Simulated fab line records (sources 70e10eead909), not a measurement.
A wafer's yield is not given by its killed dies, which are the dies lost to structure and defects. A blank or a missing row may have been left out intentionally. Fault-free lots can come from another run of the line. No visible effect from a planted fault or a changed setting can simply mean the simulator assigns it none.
fab line records ; flow nand_harc
record: lots: 13; wafers: 39; last_day: 24
route steps=1159 shown P_M2@330 P_BONDPAD@351 END@1159
lots that met no fault: taken from a fault-free run of the same line
start_h: start of the lot's first displayed wafer, in hours after the record's first day ; wait_h: hours from the lot's prior step to this one ; " same as the row above ; L1.1+2: a single row standing in for several wafers ; - value missing, or start not given ; * or withheld: withheld ; < > ~ a bound
route shown NAME@n: a module of which the file shows steps, and the number in the route of the first ; usual: the fault-free wafers' mean and standard deviation ; same: alike in all rows ; chamber/n: place in a boat ; sites: per-site readings ; _std_site: the standard deviation of these ; _edge_site: mean of outer sites minus mean of inner sites ; radius_mm: how far each site lies from the wafer's centre ; mask NAME#n: copy n ; behind: the most recent tool/chamber to have shaped the wafer ; hold: reason for holding the lot/hours on hold/outcome of the hold ; device: the transistor (n, p or np) that didn't switch ; end of line: at the end of the route, the tests of the same wafers ; a step with no rows: only its recipe ; killed: at the first sort, the dies lost to defects and structure; wafer yield is something else ; map: per-die view of a wafer (x killed, . not killed, _ where there is no die)
set.NAME: the setting as run; set.NAME@STEP: as run at that earlier step ; model.NAME: the simulator's own value behind a step, which no gauge read
one table for each step of the route and one row for each wafer, over a sample of lots
services: from which hour (start_h, from the record's first day; less than 0 if before it) a tool's chamber was out of use, for how many hours, and why
== steps ==
step: NHARC_P_M2_INSPECT_11
usual: raw_defect_count: 4.3/2.7
lot.wafer;tool;chamber;start_h;wait_h;raw_defect_count
L336.1;defect_inspect-02;-;124.84;0.0;1
L336.2;defect_inspect-02;-;124.84;0.0;0
L336.6;defect_inspect-02;-;124.84;0.0;1
L339.2;defect_inspect-01;-;141.87;0.0;4
L339.4;defect_inspect-01;-;141.87;0.0;8
L339.6;defect_inspect-01;-;141.87;0.0;1
L341.1;defect_inspect-01;-;159.58;0.0;5
L341.3;defect_inspect-01;-;159.58;0.0;7
L341.6;defect_inspect-01;-;159.58;0.0;4
L342.1;defect_inspect-02;-;163.30;0.0;4
L342.5;defect_inspect-02;-;163.30;0.0;1
L342.6;defect_inspect-02;-;163.30;0.0;3
L343.2;defect_inspect-02;-;164.13;0.0;2
L343.4;defect_inspect-02;-;164.13;0.0;3
L343.5;defect_inspect-02;-;164.13;0.0;3
L346.1;defect_inspect-01;-;182.00;0.0;0
L346.2;defect_inspect-01;-;182.00;0.0;2
L346.6;defect_inspect-01;-;182.00;0.0;0
L350.1;defect_inspect-01;-;215.24;0.0;1
L350.3;defect_inspect-01;-;215.24;0.0;6
L350.4;defect_inspect-01;-;215.24;0.0;5
L352.1;defect_inspect-02;-;219.74;0.0;7
L352.2;defect_inspect-02;-;219.74;0.0;9
L352.4;defect_inspect-02;-;219.74;0.0;5
L353.1;defect_inspect-02;-;226.11;0.0;2
L353.3;defect_inspect-02;-;226.11;0.0;3
L353.5;defect_inspect-02;-;226.11;0.0;1
L354.2;defect_inspect-01;-;226.84;0.0;4
L354.4;defect_inspect-01;-;226.84;0.0;8
L354.5;defect_inspect-01;-;226.84;0.0;13
L356.1;defect_inspect-01;-;248.97;0.0;2
L356.3;defect_inspect-01;-;248.97;0.0;2
L356.5;defect_inspect-01;-;248.97;0.0;5
L355.2;defect_inspect-01;-;249.58;0.0;8
L355.3;defect_inspect-01;-;249.58;0.0;6
L355.5;defect_inspect-01;-;249.58;0.0;3
L358.1;defect_inspect-01;-;252.57;0.0;1
L358.5;defect_inspect-01;-;252.57;0.0;4
L358.6;defect_inspect-01;-;252.57;0.0;3
step: NHARC_P_M2_PVD_20
recipe: target_thk_a: 50; bias_v: 168.6; power_w: 15000; chamber_pressure_pa: 0.12; time_s: 8.06; substrate_temp_c: 50; material: TaN
usual: throttle_valve_pct: 30.4/1.2
lot.wafer;tool;chamber;start_h;wait_h;throttle_valve_pct
L336.1;pvd_sputter-02;-;-;-;31.5
L336.2;pvd_sputter-02;-;-;-;29.1
L336.6;pvd_sputter-02;-;-;-;31.2
L339.4;pvd_sputter-03;-;-;-;32.0
L339.2;pvd_sputter-03;-;-;-;30.3
L339.6;pvd_sputter-03;-;-;-;30.7
L341.1;pvd_sputter-02;-;-;-;31.3
L341.3;pvd_sputter-02;-;-;-;29.3
L341.6;pvd_sputter-02;-;-;-;31.3
L342.1;pvd_sputter-03;-;-;-;31.8
L342.6;pvd_sputter-03;-;-;-;30.0
L342.5;pvd_sputter-03;-;-;-;31.9
L343.2;pvd_sputter-03;-;-;-;29.7
L343.4;pvd_sputter-03;-;-;-;31.8
L343.5;pvd_sputter-03;-;-;-;29.7
L346.2;pvd_sputter-03;-;-;-;31.8
L346.1;pvd_sputter-03;-;-;-;30.1
L346.6;pvd_sputter-03;-;-;-;31.6
L350.4;pvd_sputter-03;-;-;-;32.0
L350.3;pvd_sputter-03;-;-;-;30.4
L350.1;pvd_sputter-03;-;-;-;29.7
L352.4;pvd_sputter-01;-;-;-;30.7
L352.1;pvd_sputter-01;-;-;-;31.2
L352.2;pvd_sputter-01;-;-;-;30.1
L353.1;pvd_sputter-03;-;-;-;29.6
L353.3;pvd_sputter-03;-;-;-;30.0
L353.5;pvd_sputter-03;-;-;-;29.8
L354.2;pvd_sputter-02;-;-;-;32.0
L354.4;pvd_sputter-02;-;-;-;31.4
L354.5;pvd_sputter-02;-;-;-;32.2
L356.1;pvd_sputter-03;-;-;-;30.5
L356.3;pvd_sputter-03;-;-;-;29.9
L356.5;pvd_sputter-03;-;-;-;30.5
L355.2;pvd_sputter-02;-;-;-;27.9
L355.3;pvd_sputter-02;-;-;-;31.4
L355.5;pvd_sputter-02;-;-;-;30.9
L358.1;pvd_sputter-03;-;-;-;29.9
L358.6;pvd_sputter-03;-;-;-;30.4
L358.5;pvd_sputter-03;-;-;-;29.6
step: NHARC_P_M2_CMP_23
recipe: t_overpolish_s: 20; target_thk_nm: 144.3
usual: motor_current_A: 11.8/0.77; time_to_endpoint_s: 28.1/2.6
lot.wafer;tool;chamber;start_h;wait_h;motor_current_A;time_to_endpoint_s
L336.1;cmp-03;2;126.99;-;11.4;30.9
L336.2;cmp-03;3;126.99;-;12.7;27.5
L336.6;cmp-03;2;126.99;-;11.5;31.4
L339.2;cmp-01;1;144.16;-;12.4;30.4
L339.4;cmp-01;2;144.16;-;11.7;25.0
L339.6;cmp-01;0;144.16;-;11.8;26.3
L341.1;cmp-04;1;161.78;-;12.7;22.6
L341.3;cmp-04;3;161.78;-;12.9;29.3
L341.6;cmp-04;2;161.78;-;11.2;28.0
L342.1;cmp-01;2;165.55;-;12.5;28.9
L342.5;cmp-01;2;165.55;-;12.6;28.9
L342.6;cmp-01;3;165.55;-;10.6;30.5
L343.2;cmp-01;2;166.37;-;11.9;26.6
L343.4;cmp-01;0;166.37;-;11.1;24.9
L343.5;cmp-01;2;166.37;-;11.6;26.1
L346.1;cmp-03;2;184.28;-;11.6;29.3
L346.2;cmp-03;3;184.28;-;12.5;25.8
L346.6;cmp-03;2;184.28;-;11.7;26.2
L350.4;cmp-01;0;217.47;-;11.7;29.9
L350.3;cmp-01;1;217.47;-;12.2;30.5
L350.1;cmp-01;2;217.47;-;11.3;26.6
L352.1;cmp-04;2;221.98;-;10.9;30.9
L352.2;cmp-04;3;221.98;-;12.9;27.7
L352.4;cmp-04;0;221.98;-;13.0;31.6
L353.1;cmp-03;2;228.34;-;12.1;25.0
L353.3;cmp-03;3;228.34;-;12.7;26.0
L353.5;cmp-03;1;228.34;-;11.1;24.5
L354.4;cmp-01;0;229.05;-;11.9;24.8
L354.2;cmp-01;2;229.05;-;12.3;23.7
L354.5;cmp-01;0;229.05;-;11.2;23.5
L356.3;cmp-04;0;251.16;-;12.9;31.4
L356.1;cmp-04;1;251.16;-;11.7;22.2
L356.5;cmp-04;1;251.16;-;11.6;24.0
L355.2;cmp-01;2;251.81;-;11.9;26.9
L355.3;cmp-01;3;251.81;-;11.5;29.6
L355.5;cmp-01;1;251.81;-;12.5;30.0
L358.1;cmp-04;2;254.83;-;11.1;29.4
L358.6;cmp-04;3;254.83;-;13.9;29.7
L358.5;cmp-04;0;254.83;-;12.5;28.4
step: NHARC_P_BONDPAD_DEP_00
recipe: target_thk_a: 2500; temp_c: 370; target_thk_nm: 250; pressure_torr: 3; flow_sccm: 200; rf_w: 450; material: SiCN
usual: chamber_pressure_Torr: 3.000/0.0061; heater_power_outer_w: 322/65; heater_power_w: 578/89
lot.wafer;tool;chamber;start_h;wait_h;chamber_pressure_Torr;heater_power_outer_w;heater_power_w
L336.1;pecvd-02;1;128.00;-;2.993;354;657
L336.2;pecvd-02;2;128.00;-;2.993;354;557
L336.6;pecvd-02;0;128.00;-;3.002;295;522
L339.2;pecvd-04;0;145.16;-;3.005;258;450
L339.4;pecvd-04;2;145.16;-;2.998;264;490
L339.6;pecvd-04;0;145.16;-;3.001;184;351
L341.3;pecvd-04;1;162.84;-;-;-;-
L341.1;pecvd-04;2;162.84;-;-;-;-
L341.6;pecvd-04;2;162.84;-;-;-;-
L342.1;pecvd-04;0;166.68;-;-;-;-
L342.5;pecvd-04;1;166.68;-;-;-;-
L342.6;pecvd-04;0;166.68;-;-;-;-
L343.2;pecvd-01;1;167.37;-;-;-;-
L343.4;pecvd-01;1;167.37;-;-;-;-
L343.5;pecvd-01;2;167.37;-;-;-;-
L346.2;pecvd-01;0;185.30;-;3.002;335;623
L346.1;pecvd-01;1;185.30;-;2.996;454;760
L346.6;pecvd-01;0;185.30;-;3.004;344;650
L350.3;pecvd-02;0;218.49;-;3.007;334;581
L350.1;pecvd-02;1;218.49;-;2.993;323;598
L350.4;pecvd-02;0;218.49;-;2.999;326;570
L352.1;pecvd-02;0;223.01;-;3.003;319;554
L352.2;pecvd-02;2;223.01;-;2.997;316;513
L352.4;pecvd-02;0;223.01;-;3.016;309;573
L353.1;pecvd-01;0;229.30;-;3.000;325;583
L353.3;pecvd-01;1;229.30;-;2.990;468;743
L353.5;pecvd-01;0;229.30;-;2.997;328;614
L354.2;pecvd-01;2;230.05;-;3.002;288;586
L354.4;pecvd-01;2;230.05;-;3.007;291;579
L354.5;pecvd-01;0;230.05;-;2.990;378;667
L356.1;pecvd-01;1;252.18;-;2.998;404;649
L356.3;pecvd-01;0;252.18;-;2.998;355;654
L356.5;pecvd-01;0;252.18;-;3.006;354;651
L355.2;pecvd-02;1;252.96;-;2.992;322;598
L355.3;pecvd-02;2;252.96;-;3.009;315;492
L355.5;pecvd-02;2;252.96;-;2.999;328;523
L358.1;pecvd-01;1;255.78;-;3.007;387;626
L358.5;pecvd-01;2;255.78;-;3.008;263;534
L358.6;pecvd-01;0;255.78;-;3.000;314;580
step: NHARC_END_SORT_01
recipe: temp_c: 25
usual: defect_limited_yield: 95.8/1.3; killed_at_array: 24/8.7; killed_at_other: 0.8/1.2; killed_at_periphery: 3.6/2.3; killed_dies: 28/8.9; killed_open: 3.2/1.9; killed_short: 2.0/1.6; sort_bin_2_pct: 1.3/0.57; sort_bin_3_pct: 0.22/0.19; sort_bin_4_pct: 2.7/0.89; sort_n_pass: 649/8.9; sort_rim_yield_pct: 95/3.1; sort_yield_pct: 95.8/1.3
same: gross_dies: 677; sort_bin_5_pct[%]: 0; sort_bin_6_pct[%]: 0; sort_bin_7_pct[%]: 0; sort_bin_8_pct[%]: 0; sort_rim_n_gross: 106.00
lot.wafer;tool;chamber;start_h;wait_h;defect_limited_yield[%];killed_at_array;killed_at_other;killed_at_periphery;killed_dies;killed_open;killed_short;sort_bin_2_pct[%];sort_bin_3_pct[%];sort_bin_4_pct[%];sort_n_pass;sort_rim_yield_pct[%];sort_yield_pct[%]
L343.2;prober-02;0;481.13;2.8;0;16;0;661;677;4;4;98.2;0.15;1.6;0;0;0
L343.4;prober-02;0;482.72;3.4;0;18;0;659;677;6;2;97.3;0.15;2.5;0;0;0
L343.5;prober-02;0;483.52;3.7;0;17;0;660;677;4;2;98.5;0.15;1.3;0;0;0
L341.1;prober-01;0;487.92;2.5;0;35;1;641;677;1;2;96.9;0.15;3.0;0;0;0
L341.3;prober-01;0;489.50;3.1;0;26;1;650;677;3;1;96.0;0.30;3.7;0;0;0
L341.6;prober-01;0;491.88;4.0;0;28;1;648;677;2;2;97.3;0.15;2.5;0;0;0
L346.1;prober-01;0;496.70;2.5;94.7;32;0;4;36;3;0;1.5;0.59;3.2;641;92;94.7
L346.2;prober-01;0;497.50;2.8;95.1;28;0;5;33;4;2;1.5;0.89;2.5;644;90;95.1
L346.6;prober-01;0;500.69;4.0;93.5;39;0;5;44;1;0;2.1;0.30;4.1;633;84;93.5
L342.1;prober-01;0;504.42;2.4;0;24;3;650;677;4;2;96.9;0.44;2.7;0;0;0
L342.5;prober-01;0;507.66;3.7;0;26;1;650;677;2;3;97.3;0.15;2.5;0;0;0
L342.6;prober-01;0;508.47;4.1;0;25;0;652;677;2;2;97.3;0.15;2.5;0;0;0
L350.3;prober-01;0;555.50;3.1;93.5;42;1;1;44;3;0;1.6;0.59;4.3;633;97;93.5
L352.2;prober-02;0;562.67;2.8;95.6;21;0;9;30;3;1;1.8;0;2.7;647;94;95.6
L354.5;prober-01;0;572.74;3.7;97.3;12;1;5;18;2;2;0.7;0.15;1.8;659;97;97.3
L355.2;prober-02;0;578.21;2.8;96.2;21;0;5;26;1;1;1.5;0;2.4;651;92;96.2
L355.3;prober-02;0;579.01;3.1;95.9;24;1;3;28;3;1;1.3;0.15;2.7;649;94;95.9
L355.5;prober-02;0;580.62;3.7;95.3;29;0;3;32;4;1;1.0;0.44;3.2;645;92;95.3
killed by level:class
L343.2 P_BONDPAD:area_dep=659 A_STAIRCASE:chamber_film_flake=4 A_CONTACT:chamber_film_flake=4 A_WL_FILL:geometric_particle:short=3 P_GATE:geometric_particle:open=1 P_M1:geometric_particle:open=1 A_ONON_D1:geometric_particle:open=1 A_M0:geometric_particle:short=1
L343.4 P_BONDPAD:area_dep=654 A_CHANNEL_HOLE_D1:chamber_film_flake=5 A_STAIRCASE:chamber_film_flake=4 A_CONTACT:chamber_film_flake=4 P_M0:geometric_particle:open=2 P_GATE:geometric_particle:open=1 P_M1:geometric_particle:open=1 A_ONON_D1:geometric_particle:short=1
L343.5 P_BONDPAD:area_dep=659 A_STAIRCASE:chamber_film_flake=4 A_CONTACT:chamber_film_flake=4 A_M0:geometric_particle:open=2 A_WL_FILL:geometric_particle:short=1 A_WL_FILL:geometric_particle:open=1 A_BLC:geometric_particle:open=1 A_M0:geometric_particle:short=1
L341.1 P_BONDPAD:area_dep=637 A_STAIRCASE:chamber_film_flake=12 A_SLIT:chamber_film_flake=10 A_SGD_CUT:chamber_film_flake=6 A_CHANNEL_HOLE_D1:chamber_film_flake=3 P_CONTACT:geometric_particle:open=1 P_M0:geometric_particle:short=1 A_CHANNEL_FILL_D1:geometric_particle:short=1
L341.3 P_BONDPAD:area_dep=646 A_STAIRCASE:chamber_film_flake=8 A_SGD_CUT:chamber_film_flake=8 A_SLIT:chamber_film_flake=6 A_CHANNEL_HOLE_D1:chamber_film_flake=2 P_CONTACT:geometric_particle:open=1 P_M0:geometric_particle:short=1 P_M1:geometric_particle:open=1
L341.6 P_BONDPAD:area_dep=646 A_STAIRCASE:chamber_film_flake=7 A_SLIT:chamber_film_flake=7 A_CHANNEL_HOLE_D1:chamber_film_flake=5 A_SGD_CUT:chamber_film_flake=3 A_CONTACT:chamber_film_flake=2 P_M0:geometric_particle:open=1 A_CHANNEL_HOLE_D1:geometric_particle:short=1
L346.1 A_CHANNEL_HOLE_D1:chamber_film_flake=18 A_SLIT:chamber_film_flake=8 P_BONDPAD:chamber_film_flake=4 A_STAIRCASE:chamber_film_flake=2 A_CHANNEL_HOLE_D1:geometric_particle:open=1 A_CHANNEL_FILL_D1:geometric_particle:open=1 A_M0:geometric_particle:open=1 A_WL_FILL:chamber_film_flake=1
L346.2 A_CHANNEL_HOLE_D1:chamber_film_flake=12 A_SLIT:chamber_film_flake=10 P_M2:chamber_film_flake=2 P_GATE:geometric_particle:open=1 P_CONTACT:geometric_particle:open=1 A_WL_FILL:geometric_particle:short=1 A_CONTACT:geometric_particle:short=1 A_CONTACT:geometric_particle:open=1
L346.6 A_CHANNEL_HOLE_D1:chamber_film_flake=16 A_SLIT:chamber_film_flake=12 A_STAIRCASE:chamber_film_flake=6 P_BONDPAD:chamber_film_flake=3 A_CONTACT:chamber_film_flake=3 A_WL_FILL:chamber_film_flake=2 P_GATE:geometric_particle:open=1 P_M2:chamber_film_flake=1
L342.1 P_BONDPAD:area_dep=647 A_CHANNEL_HOLE_D1:chamber_film_flake=14 A_CONTACT:chamber_film_flake=4 THIN_TSV:chamber_film_flake=3 A_ONON_D1:geometric_particle:open=2 A_STAIRCASE:chamber_film_flake=2 P_CONTACT:geometric_particle:open=1 P_M2:geometric_particle:open=1
L342.5 P_BONDPAD:area_dep=650 A_CHANNEL_HOLE_D1:chamber_film_flake=14 A_STAIRCASE:chamber_film_flake=4 A_CHANNEL_FILL_D1:geometric_particle:short=2 A_CONTACT:geometric_particle:open=2 A_ONON_D1:geometric_particle:short=1 A_ZERO_WELL:chamber_film_flake=1 A_WL_FILL:chamber_film_flake=1
L342.6 P_BONDPAD:area_dep=651 A_CHANNEL_HOLE_D1:chamber_film_flake=17 A_STAIRCASE:chamber_film_flake=2 A_SGD_CUT:geometric_particle:short=1 A_WL_FILL:geometric_particle:open=1 A_WL_FILL:geometric_particle:short=1 A_CONTACT:geometric_particle:open=1 P_GATE:chamber_film_flake=1
L350.3 A_SLIT:chamber_film_flake=22 A_CHANNEL_HOLE_D1:chamber_film_flake=13 A_ZERO_WELL:chamber_film_flake=2 A_CONTACT:chamber_film_flake=2 P_M1:geometric_particle:open=1 A_SGD_CUT:geometric_particle:open=1 A_BLC:geometric_particle:open=1 A_STAIRCASE:chamber_film_flake=1
L352.2 A_SLIT:chamber_film_flake=8 A_CHANNEL_HOLE_D1:chamber_film_flake=6 P_M0:chamber_film_flake=4 P_ZERO_WELL:chamber_film_flake=3 A_M0:geometric_particle:open=2 A_CONTACT:chamber_film_flake=2 P_M2:geometric_particle:open=1 A_SGD_CUT:geometric_particle:short=1
L354.5 P_STI:chamber_film_flake=4 A_CHANNEL_HOLE_D1:chamber_film_flake=2 A_CHANNEL_FILL_D1:chamber_film_flake=2 A_STAIRCASE:chamber_film_flake=2 A_CHANNEL_FILL_D1:geometric_particle:open=1 A_SGD_CUT:geometric_particle:short=1 A_CONTACT:geometric_particle:open=1 A_M1:geometric_particle:short=1
L355.2 A_CHANNEL_HOLE_D1:chamber_film_flake=15 A_CHANNEL_FILL_D1:chamber_film_flake=3 P_GATE:chamber_film_flake=2 A_ZERO_WELL:chamber_film_flake=2 P_CONTACT:geometric_particle:short=1 P_M0:geometric_particle:open=1 P_ZERO_WELL:chamber_film_flake=1 A_BONDPAD:chamber_film_flake=1
L355.3 A_CHANNEL_HOLE_D1:chamber_film_flake=16 P_GATE:chamber_film_flake=2 A_CHANNEL_FILL_D1:chamber_film_flake=1 A_SGD_CUT:geometric_particle:short=1 A_SGD_CUT:geometric_particle:open=1 A_CONTACT:geometric_particle:open=1 A_BLC:geometric_particle:open=1 P_ZERO_WELL:chamber_film_flake=1
L355.5 A_CHANNEL_HOLE_D1:chamber_film_flake=18 A_STAIRCASE:chamber_film_flake=3 P_M0:geometric_particle:open=1 A_CHANNEL_HOLE_D1:geometric_particle:open=1 A_CHANNEL_FILL_D1:geometric_particle:open=1 A_WL_FILL:geometric_particle:short=1 A_CONTACT:geometric_particle:open=1 P_ZERO_WELL:chamber_film_flake=1
== services ==
tool;chamber;start_h;hours;kind
pecvd-02;-;103.13;0.9;repair
cmp-04;-;105.07;4.0;pm
cmp-03;-;113.98;2.4;repair
pvd_sputter-01;-;118.21;63.5;repair
pecvd-02;-;153.11;13.0;pm
cmp-03;-;156.00;4.0;pm
pecvd-02;1;169.26;6.8;repair
cmp-04;-;184.15;0.4;repair
cmp-04;-;185.30;0.8;repair
cmp-03;-;185.58;1.0;repair
cmp-01;-;186.28;4.0;pm
cmp-03;-;190.57;6.6;repair
cmp-01;-;192.63;0.6;repair
pecvd-04;-;195.36;13.0;pm
cmp-04;-;203.07;4.0;pm
pvd_sputter-02;-;217.21;10.0;pm
cmp-01;-;224.70;2.0;repair
cmp-04;-;231.60;0.8;repair
cmp-01;-;233.93;1.0;repair
pecvd-01;-;237.32;13.0;pm
cmp-03;-;243.69;2.8;repair
pvd_sputter-03;-;245.48;3.0;repair
pecvd-02;-;248.97;0.4;repair
cmp-03;-;254.00;4.0;pm
== key ==
first_sign: step: NHARC_P_BONDPAD_DEP_00; reading: tool_record; direction: missing
effect: step: NHARC_END_SORT_01; reading: killed_at_periphery; direction: up; sigmas: 99+; usual: 3.6; struck: 652.3
more_kills_born_at: NHARC_P_BONDPAD_DEP_00@pecvd-04: 3877; NHARC_P_BONDPAD_DEP_00@pecvd-01: 1972
met_at NHARC_P_BONDPAD_DEP_00
struck_lots L341,L342,L343
later_rows_left_out L341.1,L341.3,L341.6,L342.1,L342.5,L342.6,L343.2,L343.4,L343.5
not_acting_at NHARC_P_M2_INSPECT_11,NHARC_P_M2_PVD_20,NHARC_P_M2_CMP_23
onset_between 145.16 162.84
fault: kind: skipped_step_whole; tool: pecvd-01,pecvd-04; chamber: -; onset_h: 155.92; steps: NHARC_P_BONDPAD_DEP_00; scope: struck_lots_only
later_rows_left_out: the simulator's readings of these wafers behind a module that went badly wrong aren't trusted and aren't shown, but for the sort
